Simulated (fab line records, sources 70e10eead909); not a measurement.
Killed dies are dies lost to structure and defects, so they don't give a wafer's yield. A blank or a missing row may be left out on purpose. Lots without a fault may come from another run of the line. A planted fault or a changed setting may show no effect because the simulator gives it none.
Which tool did it? | flow nand_harc | 13 lots, 39 wafers sampled, at 4 steps of a route of 1302

WHAT THE GAUGES READ, wafer by wafer
NHARC_P_ZERO_WELL_CD_MEAS_24: target cd 720 nm. Usual: cd_nm 720.7 nm, standard deviation 2.1.
lot  | measured     | on        | cd_nm (nm)        | flag
L951 | day 1 22:27  | cd_sem-02 | 720.6 721.0 720.3 |
L952 | day 2 08:20  | cd_sem-01 | 720.1 722.5 722.3 |
L953 | day 2 18:43  | cd_sem-01 | 719.6 720.2 722.5 |
L954 | day 3 04:28  | cd_sem-03 | 718.6 719.0 720.2 |
L955 | day 3 14:31  | cd_sem-02 | 718.3 719.5 720.8 |
L956 | day 4 00:31  | cd_sem-02 | 722.4 721.6 726.4 |
L957 | day 4 10:35  | cd_sem-03 | 718.7 713.8 721.8 |
L959 | day 5 06:37  | cd_sem-01 | 722.2 722.8 723.0 |
L968 | day 9 00:31  | cd_sem-02 | 721.1 720.0 718.2 |
L969 | day 9 10:29  | cd_sem-03 | 725.4 720.4 722.6 |
L970 | day 9 23:16  | cd_sem-02 | 719.7 720.6 722.4 |
L971 | day 10 06:28 | cd_sem-03 | 720.5 722.7 720.1 |
L974 | day 11 13:28 | cd_sem-01 | 717.6 719.4 718.6 |

NHARC_P_STI_INSPECT_11. Usual: raw_defect_count 5.4, standard deviation 2.8.
lot  | measured     | on                | raw_defect_count | flag
L951 | day 3 03:04  | defect_inspect-01 | 5 11 4           |
L952 | day 3 08:11  | defect_inspect-01 | 9 4 6            |
L953 | day 3 17:36  | defect_inspect-02 | 7 3 3            |
L954 | day 4 03:00  | defect_inspect-01 | 6 3 7            |
L955 | day 4 13:26  | defect_inspect-02 | 3 5 8            |
L956 | day 4 23:57  | defect_inspect-02 | 6 3 6            |
L957 | day 5 09:27  | defect_inspect-02 | 5 6 4            |
L959 | day 6 04:14  | defect_inspect-02 | 14 6 6           |
L968 | day 10 01:53 | defect_inspect-01 | 4 3 3            |
L969 | day 10 10:51 | defect_inspect-02 | 9 11 7           |
L970 | day 10 21:46 | defect_inspect-02 | 9 8 1            |
L971 | day 11 05:04 | defect_inspect-01 | 4 5 3            |
L974 | day 12 10:30 | defect_inspect-02 | 2 2 4            |

WHICH TOOL RAN EACH LOT (tool, then ch and the chambers of the sampled wafers, then the start)
lot  | NHARC_P_ZERO_WELL_ETCH_65          | NHARC_P_ZERO_WELL_IMPLANT_40
L951 | rie_diel-05 ch 0,2,3, day 1 21:22  | implanter-01 ch 0, day 2 00:19
L952 | rie_diel-09 ch 0,1, day 2 07:21    | implanter-02 ch 0, day 2 10:19
L953 | rie_diel-09 ch 0,1,3, day 2 17:37  | implanter-01 ch 0, day 2 20:49
L954 | rie_diel-12 ch 2,3, day 3 03:22    | implanter-01 ch 0, day 3 08:13
L955 | rie_diel-12 ch 0,2,3, day 3 13:30  | implanter-02 ch 0, day 3 16:29
L956 | rie_diel-09 ch 0,1,2, day 3 23:32  | implanter-01 ch 0, day 4 02:26
L957 | rie_diel-05 ch 0,1, day 4 09:29    | implanter-01 ch 0, day 4 12:43
L959 | rie_diel-05 ch 1,2,3, day 5 05:31  | implanter-02 ch 0, day 5 08:40
L968 | rie_diel-09 ch 1,3, day 8 23:24    | implanter-01 ch 0, day 9 04:08
L969 | rie_diel-09 ch 1,2,3, day 9 09:29  | implanter-02 ch 0, day 9 13:09
L970 | rie_diel-05 ch 0,1, day 9 19:31    | implanter-02 ch 0, day 10 01:08
L971 | rie_diel-12 ch 0,1,2, day 10 05:28 | implanter-01 ch 0, day 10 08:19
L974 | rie_diel-09 ch 0,3, day 11 11:38   | implanter-01 ch 0, day 11 15:24
- NHARC_P_ZERO_WELL_ETCH_65: etches the open film in N2/H2, target depth 80 nm, overetch 24 nm, time 87.88 s.
- NHARC_P_ZERO_WELL_IMPLANT_40

WHAT THE TOOLS THEMSELVES READ (means of the sampled wafers that have a number; where no wafer has one, the mark that the record gives instead)
NHARC_P_ZERO_WELL_ETCH_65. Usual: drypump_motor_current_A 5.8 A, standard deviation 0.48; h2_flow_sccm 149.9 sccm, standard deviation 0.41; oes_product_au 1.000 a.u., standard deviation 0.016; rf_vpp_V 431 V, standard deviation 3.1; showerhead_plenum_p_Torr 2.04 Torr, standard deviation 0.1; throttle_valve_pct 14.171 %, standard deviation 0.0092.
lot  | tool        | drypump_motor_current_A (A) | h2_flow_sccm (sccm) | oes_product_au (a.u.) | rf_vpp_V (V) | showerhead_plenum_p_Torr (Torr) | throttle_valve_pct (%) | flag
L951 | rie_diel-05 | 5.8                         | 149.5               | 1.005                 | 431          | 2.06                            | 14.176                 |
L952 | rie_diel-09 | 6.1                         | 150.1               | 0.996                 | 433          | 2.13                            | 14.169                 |
L953 | rie_diel-09 | 6.0                         | 149.8               | 0.984                 | 432          | 2.10                            | 14.180                 |
L954 | rie_diel-12 | 5.2                         | 149.9               | 1.016                 | 430          | 2.02                            | 14.175                 |
L955 | rie_diel-12 | 5.6                         | 149.7               | 1.007                 | 432          | 2.10                            | 14.173                 |
L956 | rie_diel-09 | 6.1                         | 150.1               | 0.991                 | 431          | 2.02                            | 14.165                 |
L957 | rie_diel-05 | 5.4                         | 149.8               | 1.010                 | 432          | 2.07                            | 14.166                 |
L959 | rie_diel-05 | 5.8                         | 150.5               | 1.009                 | 430          | 2.01                            | 14.165                 |
L968 | rie_diel-09 | 5.9                         | 149.4               | 0.984                 | 434          | 2.12                            | 14.172                 |
L969 | rie_diel-09 | 6.0                         | 149.7               | 0.982                 | 434          | 2.16                            | 14.174                 |
L970 | rie_diel-05 | 5.4                         | 150.0               | 1.016                 | 431          | 2.06                            | 14.179                 |
L971 | rie_diel-12 | 5.7                         | 150.2               | 0.994                 | 431          | 2.06                            | 14.178                 |
L974 | rie_diel-09 | 5.9                         | 149.7               | 0.983                 | 429          | 2.00                            | 14.171                 |

NHARC_P_ZERO_WELL_IMPLANT_40. Usual: dose_ions_cm2 9.999e+12, standard deviation 1e+10; faraday_current_uA 126.6, standard deviation 2.2.
lot  | tool         | dose_ions_cm2 | faraday_current_uA | flag
L951 | implanter-01 | 9.991e+12     | 128.1              |
L952 | implanter-02 | 1.000e+13     | 125.9              |
L953 | implanter-01 | 9.987e+12     | 126.3              |
L954 | implanter-01 | 9.997e+12     | 125.6              |
L955 | implanter-02 | 1.001e+13     | 127.9              |
L956 | implanter-01 | 1.001e+13     | 125.0              |
L957 | implanter-01 | 1.001e+13     | 126.5              |
L959 | implanter-02 | 1.001e+13     | 128.3              |
L968 | implanter-01 | 1.001e+13     | 127.4              |
L969 | implanter-02 | 7.139e+12     | 91.3               | OFF
L970 | implanter-02 | 7.153e+12     | 90.4               | OFF
L971 | implanter-01 | 1.001e+13     | 125.4              |
L974 | implanter-01 | 1.001e+13     | 129.3              |

THE ANSWER, worked out from the rows above alone
Rule: a lot is off if the mean of its wafers that have a number lies more than 3 standard deviations from the usual mean. A lot without any number at a reading at which 4 lots or more have one is off too. The other lots that the step has rows for count as sound. The gauges are gone through in route order, then the tools' own readings, and for those a lot's mean is taken as printed above. The first step at which some lot is off is used, and at that step the reading that is off furthest; a lot without a number counts as furthest.
Off: L969, L970, at NHARC_P_ZERO_WELL_IMPLANT_40 (dose_ions_cm2).
A tool fits if, at that step or a process step before it, it ran every lot that is off, and no sound lot after the first of them. One fits: implanter-02 at NHARC_P_ZERO_WELL_IMPLANT_40. Its last sound lot is L959 (day 5 08:40), its first lot that is off L969 (day 9 13:09): a fault that began between those two fits.
The tool's own readings at NHARC_P_ZERO_WELL_IMPLANT_40 bear it out: on the lots that are off they differ by more than 5 times the standard deviation of the sound lots' means. dose_ions_cm2 reads 7.146e+12 there against 1.000e+13 on the sound lots; faraday_current_uA reads 90.8 there against 126.9 on the sound lots.

WHAT THE SIMULATOR HAD PUT IN
Process parameter drift: implanter-02, from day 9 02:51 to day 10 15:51, at NHARC_P_ZERO_WELL_IMPLANT_40. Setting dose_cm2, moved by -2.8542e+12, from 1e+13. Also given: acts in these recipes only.
Lots struck among those shown: L969, L970. The rule above found the same.
